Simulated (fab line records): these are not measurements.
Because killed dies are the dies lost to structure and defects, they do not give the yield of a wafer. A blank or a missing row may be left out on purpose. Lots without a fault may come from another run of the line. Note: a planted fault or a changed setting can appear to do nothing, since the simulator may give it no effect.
Chamber matching	flow nand_harc	4 sister chambers for NHARC_A_M1_ETCH_35 on rie_diel-08
The step etches the open film in N2/H2, target depth 40 nm, overetch 12 nm, time 43.94 s. 22 wafers are shown with their chamber, then 11 later ones without.

## WAFERS WITH THEIR CHAMBER
wafer	chamber	showerhead_plenum_p_Torr (Torr)	drypump_motor_current_A (A)	rf_vpp_V (V)
L076.2	2	2.21	6.3	436.3
L076.5	1	2.14	6.5	433.1
L076.6	0	2.19	6.4	434.2
L074.2	1	2.14	6.5	434.6
L074.3	0	2.19	6.4	434.1
L074.6	0	2.19	6.4	435.6
L077.3	2	2.21	6.2	435.7
L077.5	2	2.21	6.3	435.2
L077.6	3	2.07	5.9	431.5
L081.1	3	2.07	5.9	431.0
L081.2	2	2.21	6.2	435.8
L081.6	1	2.14	6.5	432.5
L082.2	3	2.07	5.9	431.6
L082.4	1	2.14	6.5	434.1
L082.6	3	2.08	5.9	431.9
L085.1	3	2.07	5.9	431.0
L085.5	0	2.19	6.4	433.7
L085.6	1	2.14	6.5	434.4
L086.1	1	2.14	6.5	433.1
L086.2	2	2.21	6.3	435.7
L086.3	3	2.07	5.9	432.3
L086.4	0	2.19	6.4	434.5

SIGNATURES (means of the wafers above)
reading	chamber 0	chamber 1	chamber 2	chamber 3	scatter within a chamber
showerhead_plenum_p_Torr	2.1900	2.1400	2.2100	2.0717	0.00215
drypump_motor_current_A	6.400	6.500	6.260	5.900	0.0258
rf_vpp_V	434.420	433.633	435.740	431.550	0.648
Rule: distance of a wafer from a chamber = root of the sum over the readings of ((wafer's reading minus chamber's mean) / reading's scatter) squared. If the next closest chamber is less than 2 further off than the closest, the wafer can't be placed; otherwise it belongs to the closest. The scatter: the root of (the sum of the squares of (reading less its chamber's mean) over the shown wafers, divided by (wafers less chambers)).

## WAFERS MISSING THEIR CHAMBER
wafer	showerhead_plenum_p_Torr (Torr)	drypump_motor_current_A (A)	rf_vpp_V (V)
L086.5	2.19	6.4	434.2
L086.6	2.07	5.9	429.9
L090.1	2.07	5.9	430.6
L090.3	2.14	6.5	433.3
L090.5	2.19	6.4	434.1
L089.2	2.19	6.4	434.3
L089.3	2.14	6.5	433.6
L089.5	2.19	6.4	433.5
L092.1	2.14	6.5	431.0
L092.4	2.21	6.3	434.9
L092.6	2.14	6.5	431.9

## THE CHAMBER EACH PASSED THROUGH
wafer	from the rows above	in truth
L086.5	0	0
L086.6	3	3
L090.1	3	3
L090.3	1	1
L090.5	0	0
L089.2	0	0
L089.3	1	1
L089.5	0	0
L092.1	1	1
L092.4	2	2
L092.6	1	1
Correct placement for 11 of the 11. Can't be placed from these rows: 0. Placed wrongly: 0.
